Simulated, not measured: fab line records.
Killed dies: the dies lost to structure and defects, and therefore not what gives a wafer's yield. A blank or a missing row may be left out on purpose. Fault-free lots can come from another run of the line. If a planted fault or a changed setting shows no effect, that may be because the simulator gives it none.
fab line records	flow n5Finfet
record: lots: 24	wafers: 72	lastDay: 18
route steps=1938 shown FIN_SAQP@137 FIN_CUT@168 STI_FIN_REVEAL@196
lots with no fault: from the same line, run without faults
startH: the number of hours between the record's first day and the start of the first shown wafer of the lot	waitH: hours since the lot's step before	" identical to the entry in the row above	L1.1+2: one row covering several wafers at once	- no value, or no start given	* or withheld: withheld	< > ~ a bound
route shown NAME@n: a module of which the file shows steps, and the number in the route of the first	usual: mean/standard deviation of fault-free wafers	same: alike in all rows	chamber/n: place in a boat	sites: readings site by site	_std_site: the standard deviation of these	_edge_site: outer sites' mean less inner sites'	radiusMm: how far each site lies from the wafer's centre	mask NAME#n: copy n	behind: the tool/chamber that last shaped the wafer	hold: why the lot went on hold/how many hours it stayed there/how the hold came to an end	device: the n, p or np transistor that did not switch	end of line: the tests these same wafers got at the end of their route	step lacking rows: just its recipe	killed: count of dies lost to structure and defects at first sort (not the wafer's yield)	map: shows each die of a wafer: x if killed, . if not, _ if none is there
set.NAME: setting as actually run; set.NAME@STEP: the setting as run at that earlier step	model.NAME: the simulator's own value behind a step, which no gauge read
one table for each step of the route and one row for each wafer, over a sample of lots
services: the hour from which a tool's chamber was out of use, counted from the record's first day as startH (under 0 if before that day), plus the number of hours and why
== steps ==
step: N5_FIN_SAQP_RECESS_71
recipe: chemistry: HF/NH3	target: SiO2	targetDepthA: 30	afsCycles: 1	tempC: 30	sublimationTempC: 180	sublimationTimeS: 60
usual: drypumpMotorCurrentA: 5.7/0.43
same: sublimationTimeS: 60
lot.wafer	tool	chamber	startH	waitH	drypumpMotorCurrentA
L074.2	vaporEtch-01	0	24.58	0.0	5.6
L074.3	"	1	"	"	6.2
L074.5	"	0	"	"	5.6
L075.3	vaporEtch-02	1	30.98	0.1	5.9
L075.5	"	0	"	"	5.1
L075.6	"	1	"	"	5.9
L076.1	vaporEtch-02	1	37.16	0.0	5.9
L076.2	"	0	"	"	5.0
L076.5	"	0	"	"	5.0
L077.3	vaporEtch-01	0	43.49	0.1	5.7
L077.4	"	1	"	"	6.2
L077.6	"	1	"	"	6.2
L078.1	vaporEtch-01	1	50.90	0.0	6.2
L078.3	"	0	"	"	5.7
L078.5	"	1	"	"	6.2
L079.4	vaporEtch-02	1	54.47	0.1	5.9
L079.5	"	1	"	"	5.9
L079.6	"	0	"	"	5.1
L080.2	vaporEtch-01	1	61.90	0.0	6.2
L080.3	"	0	"	"	5.6
L080.4	"	1	"	"	6.2
L081.1	vaporEtch-02	0	67.21	0.0	5.0
L081.2	"	1	"	"	5.9
L081.6	"	0	"	"	5.0
L082.1	vaporEtch-01	0	73.59	0.0	5.6
L082.4	"	0	"	"	5.7
L082.6	"	0	"	"	5.6
L083.4	vaporEtch-02	0	79.40	0.1	5.1
L083.5	"	1	"	"	5.9
L083.6	"	0	"	"	5.0
L084.4	vaporEtch-02	0	85.02	0.1	5.1
L084.5	"	0	"	"	5.1
L084.6	"	1	"	"	5.9
L085.1	vaporEtch-01	1	90.42	0.0	6.2
L085.4	"	0	"	"	5.7
L085.5	"	0	"	"	5.6
L086.2	vaporEtch-02	0	99.33	0.0	5.0
L086.3	"	1	"	"	6.0
L086.6	"	0	"	"	5.1
L087.2	vaporEtch-02	1	106.64	0.0	5.9
L087.4	"	0	"	"	5.0
L087.5	"	1	"	"	5.9
L088.1	vaporEtch-02	0	108.84	0.0	5.0
L088.2	"	1	"	"	5.9
L088.4	"	1	"	"	5.8
L089.2	vaporEtch-01	0	114.71	0.0	5.7
L089.4	"	1	"	"	6.2
L089.5	"	0	"	"	5.6
L090.1	vaporEtch-01	0	120.64	0.0	5.7
L090.4	"	1	"	"	6.2
L090.5	"	0	"	"	5.7
L091.2	vaporEtch-01	1	127.63	0.0	6.2
L091.3	"	1	"	"	6.2
L091.5	"	1	"	"	6.2
L092.2	vaporEtch-02	0	132.86	0.0	5.1
L092.4	"	0	"	"	5.1
L092.6	"	1	"	"	5.9
L093.1	vaporEtch-02	1	138.46	0.0	5.9
L093.2	"	0	"	"	5.0
L093.3	"	1	"	"	5.9
L094.2	vaporEtch-02	1	145.27	0.0	5.9
L094.4	"	1	"	"	5.9
L094.5	"	1	"	"	5.9
L095.2	vaporEtch-01	1	151.42	0.1	6.2
L095.3	"	1	"	"	6.2
L095.4	"	1	"	"	6.2
L096.2	vaporEtch-01	0	158.05	0.0	5.7
L096.3	"	1	"	"	6.2
L096.6	"	0	"	"	5.7
L097.2	vaporEtch-02	0	165.96	0.0	5.1
L097.4	"	1	"	"	5.9
L097.6	"	0	"	"	5.1
step: N5_FIN_SAQP_MANDREL2_REMOVE_60
recipe: chemistry: HBr/Cl2/O2	btTimeS: 10	target: a-Si	stopOn: SiNx	endpoint: OES-SiCl	overEtchFrac: 1	icpW: 600	biasW: 22	HBr_flow_sccm: 150	Cl2_flow_sccm: 80	O2_flow_sccm: 5	pressureMtorr: 10
usual: chamberPressureMTorr: 10.000/0.011	drypumpMotorCurrentA: 5.8/0.61	oesProductAu: 0.997/0.022	throttleValvePct: 36.7/0.44
lot.wafer	tool	chamber	startH	waitH	chamberPressureMTorr	drypumpMotorCurrentA	oesProductAu	rfHoursCounterH	throttleValvePct
L074.2	rieSi-06	1	25.19	0.1	10.000	5.4	1.018	76	37.4
L074.3	"	2	"	"	9.990	6.2	0.986	200	37.5
L074.5	"	1	"	"	9.997	5.4	1.020	-	37.4
L075.3	rieSi-04	1	32.53	0.1	9.986	4.6	0.977	14	37.4
L075.5	"	0	"	"	9.981	5.2	1.009	-	36.5
L075.6	"	1	"	"	9.995	4.6	0.979	-	37.4
L076.1	rieSi-04	1	37.79	0.1	10.003	4.6	0.971	14	37.3
L076.2	"	3	"	"	9.998	6.1	0.991	75	36.2
L076.5	"	2	"	"	9.998	5.9	0.987	-	36.2
L077.3	rieSi-04	0	44.26	0.1	10.011	5.2	1.003	75	36.5
L077.4	"	3	"	"	10.009	6.1	0.989	76	36.2
L077.6	"	1	"	"	9.992	4.6	0.990	-	37.4
L078.1	rieSi-06	3	51.46	0.1	9.989	6.2	0.978	38	36.0
L078.3	"	0	"	"	9.994	5.4	1.015	158	36.4
L078.5	"	2	"	"	9.992	6.2	0.984	-	37.5
L079.4	rieSi-04	3	55.10	0.1	9.997	6.0	0.989	76	36.2
L079.5	"	0	"	"	10.012	5.2	1.013	-	36.5
L079.6	"	3	"	"	9.991	6.1	0.980	-	36.2
L080.2	rieSi-04	0	62.47	0.1	10.014	5.2	1.023	76	36.5
L080.3	"	1	"	"	9.992	4.6	0.979	14	37.3
L080.4	"	3	"	"	9.995	6.1	0.988	76	36.2
L081.1	rieSi-03	1	67.78	0.1	10.008	6.3	1.006	154	36.4
L081.2	"	0	"	"	10.014	5.0	1.021	2	36.9
L081.6	"	0	"	"	9.993	5.0	1.040	-	36.9
L082.1	rieSi-03	1	74.14	0.1	10.000	6.3	1.003	155	36.4
L082.4	"	0	"	"	9.999	5.0	1.041	2	36.9
L082.6	"	2	"	"	10.011	6.5	0.997	-	36.6
L083.4	rieSi-06	3	79.92	0.1	10.006	6.2	0.995	39	36.0
L083.5	"	0	"	"	9.998	5.4	1.003	-	36.4
L083.6	"	3	"	"	10.006	6.2	0.979	-	36.0
L084.4	rieSi-06	1	85.70	0.1	10.007	5.3	1.006	-	37.4
L084.5	"	3	"	"	9.988	6.2	0.976	-	36.0
L084.6	"	0	"	"	10.007	5.4	1.012	-	36.4
L085.1	rieSi-06	0	91.64	0.1	9.997	5.4	1.010	159	36.4
L085.4	"	1	"	"	9.991	5.3	1.015	-	37.4
L085.5	"	0	"	"	10.006	5.4	1.012	-	36.4
L086.2	rieSi-03	1	101.07	0.1	9.999	6.3	0.998	155	36.4
L086.3	"	3	"	"	10.001	6.4	0.967	178	36.7
L086.6	"	3	"	"	9.977	6.5	0.967	-	36.7
L087.2	rieSi-06	1	107.81	0.1	9.995	5.4	1.015	77	37.4
L087.4	"	0	"	"	9.999	5.4	1.010	160	36.4
L087.5	"	1	"	"	9.994	5.4	1.015	-	37.4
L088.1	rieSi-03	3	109.84	0.1	9.996	6.5	0.961	179	36.7
L088.2	"	1	"	"	9.932	6.3	0.994	155	36.4
L088.4	"	2	"	"	9.999	6.5	0.990	198	36.6
L089.2	rieSi-06	2	115.37	0.1	10.007	6.2	0.959	0	36.7
L089.4	"	0	"	"	9.988	5.4	1.021	160	36.4
L089.5	"	1	"	"	9.998	5.3	1.029	-	37.4
L090.1	rieSi-03	1	122.71	0.1	9.996	6.3	1.004	155	36.4
L090.4	"	0	"	"	10.007	5.0	1.041	-	36.9
L090.5	"	3	"	"	10.014	6.5	0.966	-	36.7
L091.2	rieSi-03	0	128.23	0.1	10.010	5.0	1.026	3	36.9
L091.3	"	3	"	"	10.008	6.4	0.972	179	36.6
L091.5	"	1	"	"	10.007	6.3	1.002	-	36.4
L092.2	rieSi-03	1	133.83	0.1	10.002	6.3	1.007	156	36.4
L092.4	"	3	"	"	9.978	6.4	0.975	179	36.7
L092.6	"	3	"	"	10.005	6.5	0.965	-	36.7
L093.1	rieSi-06	3	139.02	0.1	10.009	6.2	0.975	40	36.1
L093.2	"	2	"	"	9.997	6.2	0.958	1	36.7
L093.3	"	1	"	"	9.991	5.4	1.015	78	37.4
L094.2	rieSi-03	2	145.93	0.1	9.994	6.5	1.014	0	36.9
L094.4	"	1	"	"	9.999	6.3	1.014	156	36.4
L094.5	"	2	"	"	9.979	6.5	1.023	-	36.9
L095.2	rieSi-03	2	152.06	0.1	9.997	6.5	1.027	0	36.9
L095.3	"	0	"	"	10.008	5.0	1.035	4	36.9
L095.4	"	1	"	"	10.001	6.3	1.010	156	36.4
L096.2	rieSi-04	3	158.69	0.1	10.005	6.1	0.983	78	36.2
L096.3	"	0	"	"	9.995	5.3	1.011	77	36.5
L096.6	"	3	"	"	10.000	6.0	0.987	-	36.2
L097.2	rieSi-04	0	166.52	0.1	10.012	5.2	1.022	77	36.5
L097.4	"	2	"	"	10.009	5.8	0.988	170	36.1
L097.6	"	1	"	"	10.016	4.6	0.968	-	37.3
step: N5_FIN_SAQP_CD_MEAS_37
recipe: targetCdNm: 8	polarity: line
usual: cdNm: 8.1/0.32
lot.wafer	tool	chamber	startH	waitH	cdNm
L074.2	cdSem-01	-	25.80	0.1	8.1
L074.3	"	-	"	"	7.8
L074.5	"	-	"	"	8.4
L075.3	cdSem-01	-	33.10	0.1	7.9
L075.5	"	-	"	"	7.7
L075.6	"	-	"	"	8.1
L076.1	cdSem-03	-	38.40	0.1	7.8
L076.2	"	-	"	"	8.2
L076.5	"	-	"	"	7.8
L077.3	cdSem-01	-	44.90	0.1	8.4
L077.4	"	-	"	"	8.4
L077.6	"	-	"	"	8.2
L078.1	cdSem-01	-	52.16	0.1	8.3
L078.3	"	-	"	"	7.8
L078.5	"	-	"	"	8.6
L079.4	cdSem-03	-	55.67	0.1	8.3
L079.5	"	-	"	"	7.6
L079.6	"	-	"	"	8.1
L080.2	cdSem-03	-	63.03	0.1	8.4
L080.3	"	-	"	"	8.4
L080.4	"	-	"	"	7.7
L081.1	cdSem-01	-	68.38	0.1	7.8
L081.2	"	-	"	"	8.6
L081.6	"	-	"	"	8.3
L082.1	cdSem-02	-	74.71	0.1	8.5
L082.4	"	-	"	"	8.8
L082.6	"	-	"	"	8.2
L083.4	cdSem-03	-	80.50	0.1	8.1
L083.5	"	-	"	"	8.1
L083.6	"	-	"	"	7.8
L084.4	cdSem-02	-	86.24	0.1	8.1
L084.5	"	-	"	"	7.3
L084.6	"	-	"	"	7.4
L085.1	cdSem-02	-	92.20	0.1	8.2
L085.4	"	-	"	"	8.6
L085.5	"	-	"	"	7.7
L086.2	cdSem-03	-	101.73	0.1	7.9
L086.3	"	-	"	"	8.1
L086.6	"	-	"	"	8.4
L087.2	cdSem-03	-	108.50	0.1	8.1
L087.4	"	-	"	"	7.3
L087.5	"	-	"	"	7.8
L088.1	cdSem-03	-	110.40	0.1	8.3
L088.2	"	-	"	"	8.1
L088.4	"	-	"	"	8.0
L089.2	cdSem-03	-	115.94	0.1	7.6
L089.4	"	-	"	"	7.9
L089.5	"	-	"	"	8.1
L090.1	cdSem-03	-	123.27	0.1	7.9
L090.4	"	-	"	"	7.8
L090.5	"	-	"	"	8.2
L091.2	cdSem-03	-	128.87	0.1	8.3
L091.3	"	-	"	"	8.1
L091.5	"	-	"	"	8.2
L092.2	cdSem-02	-	134.55	0.1	8.1
L092.4	"	-	"	"	9.0
L092.6	"	-	"	"	8.6
L093.1	cdSem-01	-	139.58	0.1	8.2
L093.2	"	-	"	"	7.3
L093.3	"	-	"	"	8.4
L094.2	cdSem-02	-	146.51	0.1	7.2
L094.4	"	-	"	"	7.8
L094.5	"	-	"	"	7.7
L095.2	cdSem-03	-	152.63	0.1	7.6
L095.3	"	-	"	"	8.2
L095.4	"	-	"	"	8.0
L096.2	cdSem-02	-	159.35	0.1	8.0
L096.3	"	-	"	"	8.5
L096.6	"	-	"	"	7.4
L097.2	cdSem-02	-	167.15	0.1	8.5
L097.4	"	-	"	"	7.9
L097.6	"	-	"	"	7.9
step: N5_FIN_CUT_ETCH_20
recipe: chemistry: CF4	target: SiARC	targetDepthA: 260	maskMaterial: CAR-EUV	timeS: 43.3	ionEnergyEv: 80	pressureMtorr: 40	sourceW: 545	biasW: 36	Ar_flow_sccm: 100	cf4FlowSccm: 100	ends: cleared
usual: chamberPressureMTorr: 40.00/0.035	drypumpMotorCurrentA: 5.9/0.46	etchRfOnTimeS: 44.7/1.3	oesProductAu: 0.65/0.08	rfVppV: 183.9/1.3	showerheadPlenumPTorr: 2.12/0.073	throttleValvePct: 15.58/0.24
lot.wafer	tool	chamber	startH	waitH	chamberPressureMTorr	drypumpMotorCurrentA	etchRfOnTimeS	oesProductAu	rfHoursCounterH	rfVppV	showerheadPlenumPTorr	throttleValvePct
L074.2	rieDiel-02	3	26.56	0.0	40.02	6.2	43.0	0.63	170	183.5	2.06	15.76
L074.3	"	2	"	"	40.00	5.1	45.4	0.71	39	184.4	2.18	15.50
L074.5	"	2	"	"	40.00	5.1	45.8	0.70	-	184.5	2.18	15.52
L075.3	rieDiel-06	1	33.70	0.0	40.02	6.5	44.1	0.59	244	182.3	2.11	15.66
L075.5	"	3	"	"	40.09	5.7	46.4	0.57	-	184.6	2.12	15.84
L075.6	"	2	"	"	40.05	6.1	44.8	0.63	-	183.2	2.06	15.93
L076.1	rieDiel-06	3	39.14	0.0	40.04	5.7	46.2	0.56	243	183.8	2.12	15.84
L076.2	"	1	"	"	39.99	6.5	43.6	0.58	246	183.2	2.11	15.70
L076.5	"	0	"	"	40.03	6.8	45.6	0.63	-	183.6	2.21	15.53
L077.3	rieDiel-01	1	45.63	0.0	40.02	5.5	43.9	0.65	142	184.5	2.23	15.69
L077.4	"	3	"	"	40.03	6.0	46.6	0.58	189	183.4	2.04	15.56
L077.6	"	0	"	"	40.03	5.6	43.7	0.57	-	184.5	2.19	15.46
L078.1	rieDiel-02	2	53.18	0.0	39.98	5.1	45.0	0.71	46	185.1	2.17	15.54
L078.3	"	1	"	"	39.94	5.7	44.2	0.57	250	182.6	2.02	15.60
L078.5	"	2	"	"	40.03	5.1	45.2	0.71	-	184.8	2.17	15.53
L079.4	rieDiel-01	1	56.28	0.0	39.98	5.5	42.9	0.66	146	184.3	2.22	15.71
L079.5	"	2	"	"	39.91	5.4	43.2	0.64	-	181.9	2.06	15.58
L079.6	"	1	"	"	39.97	5.5	42.9	0.66	-	185.5	2.22	15.71
L080.2	rieDiel-01	3	63.64	0.0	39.96	6.1	45.4	0.58	193	182.7	2.04	15.58
L080.3	"	0	"	"	39.97	5.7	42.9	0.57	247	184.4	2.18	15.47
L080.4	"	2	"	"	39.98	5.4	43.4	0.64	173	183.6	2.06	15.58
L081.1	rieDiel-06	2	69.17	0.0	40.01	6.1	45.8	0.62	151	183.3	2.05	15.95
L081.2	"	3	"	"	40.01	5.8	46.7	0.56	252	184.0	2.12	15.88
L081.6	"	2	"	"	40.03	6.1	45.2	0.62	-	182.3	2.05	15.94
L082.1	rieDiel-01	0	75.46	0.0	39.94	5.7	43.1	0.57	250	184.8	2.18	15.49
L082.4	"	3	"	"	40.02	6.0	45.7	0.59	198	182.4	2.04	15.58
L082.6	"	3	"	"	40.00	6.1	45.7	0.57	-	183.8	2.04	15.58
L083.4	rieDiel-06	0	81.13	0.0	39.98	6.8	46.2	0.61	-	184.8	2.20	15.56
L083.5	"	1	"	"	40.00	6.5	44.9	0.84	-	183.6	2.11	15.22
L083.6	"	2	"	"	40.00	6.1	44.8	0.62	-	183.8	2.05	15.96
L084.4	rieDiel-06	1	86.99	0.0	40.00	6.5	44.8	0.82	-	184.5	2.11	15.23
L084.5	"	2	"	"	39.92	6.1	44.8	0.62	-	182.8	2.05	15.96
L084.6	"	0	"	"	40.03	6.7	45.6	0.61	-	185.4	2.20	15.56
L085.1	rieDiel-06	3	92.94	0.0	39.94	5.8	45.8	0.83	1	183.2	2.11	15.37
L085.4	"	0	"	"	40.05	6.8	46.6	0.60	162	185.9	2.20	15.56
L085.5	"	0	"	"	39.98	6.7	46.0	0.61	-	185.7	2.20	15.56
L086.2	rieDiel-02	1	102.33	0.0	40.02	5.7	44.7	0.80	7	186.6	2.27	15.08
L086.3	"	3	"	"	40.00	6.2	42.7	0.62	194	182.6	2.05	15.84
L086.6	"	3	"	"	40.01	6.2	42.7	0.62	-	182.7	2.05	15.81
L087.2	rieDiel-02	0	109.43	0.0	39.96	5.8	46.2	0.60	168	185.0	2.20	15.51
L087.4	"	2	"	"	39.99	5.1	45.8	0.69	64	184.2	2.17	15.55
L087.5	"	2	"	"	39.98	5.1	45.5	0.68	-	185.9	2.17	15.57
L088.1	rieDiel-02	3	111.07	0.0	39.96	6.2	43.4	0.61	197	182.8	2.05	15.83
L088.2	"	0	"	"	39.95	5.8	46.9	0.58	168	184.8	2.20	15.52
L088.4	"	1	"	"	40.05	5.7	45.7	0.78	9	187.1	2.27	15.09
L089.2	rieDiel-01	2	116.59	0.0	40.00	5.4	43.4	0.62	190	181.0	2.06	15.60
L089.4	"	0	"	"	40.05	5.6	42.7	0.82	8	183.6	2.18	14.99
L089.5	"	0	"	"	40.05	5.6	43.3	0.81	-	184.7	2.18	14.98
L090.1	rieDiel-01	1	124.03	0.0	40.05	5.5	43.0	0.64	167	185.1	2.22	15.75
L090.4	"	2	"	"	40.00	5.4	43.3	0.63	192	184.0	2.05	15.62
L090.5	"	3	"	"	40.06	6.0	46.2	0.57	-	183.2	2.03	15.59
L091.2	rieDiel-06	0	129.48	0.0	39.99	6.8	45.7	0.61	174	183.7	2.20	15.60
L091.3	"	2	"	"	40.04	6.1	44.7	0.61	172	182.2	2.04	15.99
L091.5	"	3	"	"	39.99	5.7	45.3	0.78	-	181.9	2.11	15.40
L092.2	rieDiel-06	2	135.16	0.0	39.97	6.1	45.1	0.60	174	182.9	2.04	15.99
L092.4	"	3	"	"	39.95	5.7	45.8	0.77	14	184.1	2.11	15.42
L092.6	"	0	"	"	39.99	6.8	46.0	0.60	-	184.1	2.20	15.61
L093.1	rieDiel-06	1	140.19	0.0	39.93	6.5	44.5	0.78	23	183.8	2.10	15.27
L093.2	"	3	"	"	40.00	5.7	45.9	0.77	16	182.9	2.11	15.40
L093.3	"	2	"	"	39.94	6.1	45.0	0.61	176	184.0	2.04	15.99
L094.2	rieDiel-01	0	147.12	0.0	39.98	5.6	43.0	0.78	16	184.5	2.18	15.01
L094.4	"	1	"	"	40.01	5.5	43.5	0.63	173	186.0	2.21	15.78
L094.5	"	2	"	"	40.03	5.5	42.9	0.62	-	183.3	2.05	15.62
L095.2	rieDiel-01	3	153.35	0.0	40.07	6.0	46.3	0.56	223	181.8	2.03	15.63
L095.3	"	2	"	"	40.00	5.4	43.3	0.63	202	181.4	2.05	15.62
L095.4	"	1	"	"	40.01	5.5	43.4	0.64	176	185.9	2.21	15.76
L096.2	rieDiel-01	0	160.19	0.0	40.03	5.7	43.1	0.77	22	185.4	2.17	15.03
L096.3	"	2	"	"	40.01	5.5	43.0	0.62	205	183.6	2.05	15.64
L096.6	"	2	"	"	40.02	5.5	42.9	0.62	-	183.2	2.05	15.62
L097.2	rieDiel-01	1	167.88	0.0	40.00	5.5	43.5	0.63	182	185.3	2.21	15.76
L097.4	"	0	"	"	39.99	5.7	42.9	0.77	25	185.6	2.17	15.03
L097.6	"	3	"	"	40.00	6.0	46.2	0.56	-	181.3	2.03	15.65
step: N5_FIN_CUT_INSPECT_17
recipe: inspectInstrument: brightfield	mode: aei
usual: rawDefectCount: 232/65
lot.wafer	tool	chamber	startH	waitH	rawDefectCount
L074.2	defectInspect-02	-	27.42	0.0	354
L074.3	"	-	"	"	288
L074.5	"	-	"	"	252
L075.3	defectInspect-02	-	34.56	0.0	208
L075.5	"	-	"	"	275
L075.6	"	-	"	"	179
L076.1	defectInspect-02	-	40.00	0.0	394
L076.2	"	-	"	"	368
L076.5	"	-	"	"	298
L077.3	defectInspect-01	-	46.49	0.0	185
L077.4	"	-	"	"	121
L077.6	"	-	"	"	159
L078.1	defectInspect-01	-	54.06	0.0	246
L078.3	"	-	"	"	190
L078.5	"	-	"	"	145
L079.4	defectInspect-01	-	57.14	0.0	228
L079.5	"	-	"	"	200
L079.6	"	-	"	"	165
L080.2	defectInspect-02	-	64.50	0.0	156
L080.3	"	-	"	"	287
L080.4	"	-	"	"	198
L081.1	defectInspect-02	-	70.03	0.0	160
L081.2	"	-	"	"	139
L081.6	"	-	"	"	198
L082.1	defectInspect-02	-	76.55	0.0	168
L082.4	"	-	"	"	212
L082.6	"	-	"	"	236
L083.4	defectInspect-02	-	81.97	0.0	198
L083.5	"	-	"	"	236
L083.6	"	-	"	"	172
L084.4	defectInspect-02	-	87.83	0.0	243
L084.5	"	-	"	"	200
L084.6	"	-	"	"	240
L085.1	defectInspect-01	-	93.79	0.0	170
L085.4	"	-	"	"	160
L085.5	"	-	"	"	255
L086.2	defectInspect-02	-	103.26	0.0	325
L086.3	"	-	"	"	196
L086.6	"	-	"	"	164
L087.2	defectInspect-01	-	110.37	0.0	195
L087.4	"	-	"	"	169
L087.5	"	-	"	"	185
L088.1	defectInspect-02	-	111.95	0.0	239
L088.2	"	-	"	"	298
L088.4	"	-	"	"	348
L089.2	defectInspect-02	-	117.55	0.0	192
L089.4	"	-	"	"	231
L089.5	"	-	"	"	109
L090.1	defectInspect-02	-	124.89	0.0	195
L090.4	"	-	"	"	122
L090.5	"	-	"	"	225
L091.2	defectInspect-02	-	130.33	0.0	279
L091.3	"	-	"	"	303
L091.5	"	-	"	"	229
L092.2	defectInspect-01	-	136.02	0.0	289
L092.4	"	-	"	"	202
L092.6	"	-	"	"	238
L093.1	defectInspect-02	-	141.16	0.0	323
L093.2	"	-	"	"	332
L093.3	"	-	"	"	231
L094.2	defectInspect-01	-	148.05	0.0	249
L094.4	"	-	"	"	177
L094.5	"	-	"	"	254
L095.2	defectInspect-02	-	154.42	0.0	231
L095.3	"	-	"	"	202
L095.4	"	-	"	"	246
L096.2	defectInspect-02	-	161.05	0.0	190
L096.3	"	-	"	"	286
L096.6	"	-	"	"	178
L097.2	defectInspect-01	-	168.74	0.0	216
L097.4	"	-	"	"	215
L097.6	"	-	"	"	213
step: N5_STI_FIN_REVEAL_RECESS_09
recipe: chemistry: HF/NH3	target: SiO2	afsCycles: 11	targetDepthA: 425	tempC: 30	sublimationTempC: 180	sublimationTimeS: 60
usual: drypumpMotorCurrentA: 5.8/0.39
same: sublimationTimeS: 60
lot.wafer	tool	chamber	startH	waitH	drypumpMotorCurrentA
L074.2	vaporEtch-02	1	33.36	0.0	5.9
L074.3	"	0	"	"	5.1
L074.5	"	0	"	"	5.0
L075.3	vaporEtch-01	1	41.08	0.6	6.2
L075.5	"	0	"	"	5.7
L075.6	"	1	"	"	6.2
L076.1	vaporEtch-01	1	47.59	0.0	6.2
L076.2	"	0	"	"	5.6
L076.5	"	0	48.65	1.1	5.6
L077.3	vaporEtch-01	0	53.86	0.6	5.6
L077.4	"	1	"	"	6.2
L077.6	"	0	"	"	5.6
L078.1	vaporEtch-01	0	59.99	0.0	5.7
L078.3	"	0	"	"	5.6
L078.5	"	1	"	"	6.2
L079.4	vaporEtch-01	0	63.88	0.6	5.6
L079.5	"	0	"	"	5.6
L079.6	"	1	"	"	6.2
L080.2	vaporEtch-01	0	70.48	0.0	5.6
L080.3	"	0	"	"	5.7
L080.4	"	1	"	"	6.2
L081.1	vaporEtch-02	1	76.15	0.0	5.9
L081.2	"	0	"	"	5.0
L081.6	"	0	77.21	1.1	5.0
L082.1	vaporEtch-02	0	82.63	0.0	5.1
L082.4	"	1	"	"	5.9
L082.6	"	1	"	"	5.9
L083.4	vaporEtch-01	1	88.86	0.6	6.2
L083.5	"	1	"	"	6.2
L083.6	"	0	"	"	5.6
L084.4	vaporEtch-01	1	94.63	0.7	6.2
L084.5	"	1	"	"	6.2
L084.6	"	0	"	"	5.6
L085.1	vaporEtch-01	1	101.04	0.0	6.2
L085.4	"	1	"	"	6.2
L085.5	"	0	"	"	5.6
L086.2	vaporEtch-01	0	109.18	0.0	5.7
L086.3	"	0	"	"	5.6
L086.6	"	1	"	"	6.2
L087.2	vaporEtch-02	0	116.71	0.0	5.0
L087.4	"	1	"	"	5.9
L087.5	"	1	"	"	5.9
L088.1	vaporEtch-02	1	118.78	0.0	5.9
L088.2	"	0	"	"	5.0
L088.4	"	0	"	"	5.0
L089.2	vaporEtch-02	0	123.77	0.0	5.0
L089.4	"	0	"	"	5.1
L089.5	"	1	"	"	5.9
L090.1	vaporEtch-02	1	130.80	0.0	5.9
L090.4	"	1	"	"	5.9
L090.5	"	0	"	"	5.0
L091.2	vaporEtch-02	1	136.35	0.0	5.9
L091.3	"	1	"	"	5.9
L091.5	"	0	"	"	5.1
L092.2	vaporEtch-01	1	141.97	0.0	6.2
L092.4	"	1	"	"	6.2
L092.6	"	1	"	"	6.2
L093.1	vaporEtch-01	0	147.40	0.0	5.7
L093.2	"	1	"	"	6.2
L093.3	"	1	"	"	6.2
L094.2	vaporEtch-01	1	154.74	0.0	6.2
L094.4	"	1	"	"	6.2
L094.5	"	0	"	"	5.7
L095.2	vaporEtch-01	0	160.41	0.0	5.7
L095.3	"	1	"	"	6.2
L095.4	"	0	"	"	5.6
L096.2	vaporEtch-01	0	167.02	0.0	5.7
L096.3	"	0	"	"	5.7
L096.6	"	1	"	"	6.2
L097.2	vaporEtch-01	1	174.67	0.0	6.2
L097.4	"	0	"	"	5.6
L097.6	"	0	"	"	5.6
== services ==
tool	chamber	startH	hours	kind
vaporEtch-01	-	6.57	15.6	pm
rieSi-03	1	7.75	9.1	repair
rieDiel-06	1	52.70	-	clean
rieDiel-06	1	52.70	-	consumableReplace:focusRing
rieDiel-06	1	52.70	20.2	scheduledDown
rieDiel-06	1	52.70	20.2	ventCycle
rieSi-04	0	58.30	1.6	repair
rieDiel-06	3	72.91	-	clean
rieDiel-06	3	72.91	-	consumableReplace:focusRing
rieDiel-06	3	72.91	16.2	scheduledDown
rieDiel-06	3	72.91	16.2	ventCycle
rieDiel-01	0	75.93	-	clean
rieDiel-01	0	75.93	-	consumableReplace:focusRing
rieDiel-01	0	75.93	18.9	scheduledDown
rieDiel-01	0	75.93	18.9	ventCycle
rieDiel-02	2	80.85	8.0	repair
rieSi-04	2	92.59	0.9	repair
rieSi-03	-	107.26	0.1	repair
rieSi-03	2	114.57	-	clean
rieDiel-02	3	134.23	1.3	repair
rieSi-04	0	135.82	2.8	repair
rieDiel-02	-	147.33	14.6	pm
vaporEtch-01	0	150.40	1.8	repair
vaporEtch-02	-	170.28	15.6	pm
== key ==
fault none
